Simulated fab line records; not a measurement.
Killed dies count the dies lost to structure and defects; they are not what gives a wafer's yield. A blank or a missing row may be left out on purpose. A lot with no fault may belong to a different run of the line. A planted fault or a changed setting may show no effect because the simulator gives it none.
Chamber matching    flow n5Finfet    N5_BEOL_M5_DEP_56 on pecvd-04 has 3 sister chambers
The step deposits SiCN from 3MS/NH3, target thk 8 nm, time 14 s. 18 wafers are shown with their chamber, then 9 later ones without.

WAFERS WITH THEIR CHAMBER
wafer   chamber  showerheadPlenumPTorr (Torr)  throttleValvePct (%)  rfFwdPowerW (W)
L074.2  0        3.667                         9.3                   199.1
L074.4  2        3.663                         8.9                   199.1
L074.5  0        3.664                         8.8                   199.2
L075.1  0        3.666                         9.1                   199.2
L075.4  1        3.643                         9.0                   199.5
L075.6  2        3.654                         9.0                   199.1
L079.1  2        3.654                         8.6                   200.1
L079.2  0        3.662                         8.8                   199.4
L079.3  1        3.634                         9.1                   199.1
L078.1  0        3.674                         9.1                   199.2
L078.3  1        3.634                         8.9                   198.8
L078.6  1        3.645                         9.2                   198.6
L085.1  2        3.651                         8.7                   198.6
L085.3  0        3.680                         9.1                   199.2
L085.4  2        3.655                         9.1                   198.5
L084.1  2        3.649                         9.1                   198.8
L084.2  0        3.675                         8.8                   199.3
L084.3  1        3.645                         9.0                   200.1

SIGNATURES (averages over the wafers above)
reading                chamber 0  chamber 1  chamber 2  scatter within a chamber
showerheadPlenumPTorr  3.66971    3.64020    3.65433    0.00584
throttleValvePct       9.000      9.040      8.900      0.185
rfFwdPowerW            199.229    199.220    199.033    0.459
Rule: distance of a wafer from a chamber = root of the sum over the readings of ((wafer's reading minus chamber's mean) / reading's scatter) squared. The wafer belongs to the nearest chamber; if the next one is less than 2 further off, it can't be placed. The scatter is the square root of a quotient: the sum, over the shown wafers, of each reading's squared deviation from its chamber's mean, divided by wafers minus chambers.

WAFERS WITH NO CHAMBER GIVEN
wafer   showerheadPlenumPTorr (Torr)  throttleValvePct (%)  rfFwdPowerW (W)
L087.3  3.663                         8.7                   200.4
L087.4  3.652                         8.7                   199.0
L087.5  3.670                         8.7                   200.8
L094.1  3.649                         9.1                   199.9
L094.2  3.646                         9.0                   198.4
L094.5  3.640                         8.9                   198.1
L093.3  3.652                         8.9                   198.6
L093.4  3.675                         9.0                   199.3
L093.5  3.652                         8.9                   198.5

WHICH CHAMBER EACH ONE RAN IN
wafer   from the rows above           in truth
L087.3  can't be placed: 0 or 2 or 1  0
L087.4  can't be placed: 2 or 1       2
L087.5  can't be placed: 0 or 2       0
L094.1  can't be placed: 1 or 2 or 0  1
L094.2  can't be placed: 1 or 2       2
L094.5  can't be placed: 1 or 2       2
L093.3  can't be placed: 2 or 1       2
L093.4  0                             0
L093.5  can't be placed: 2 or 1       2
Correctly placed: 1 of 9. Unplaceable from these rows: 8, with the true chamber sitting among the candidates in 8. 0 placed wrongly.
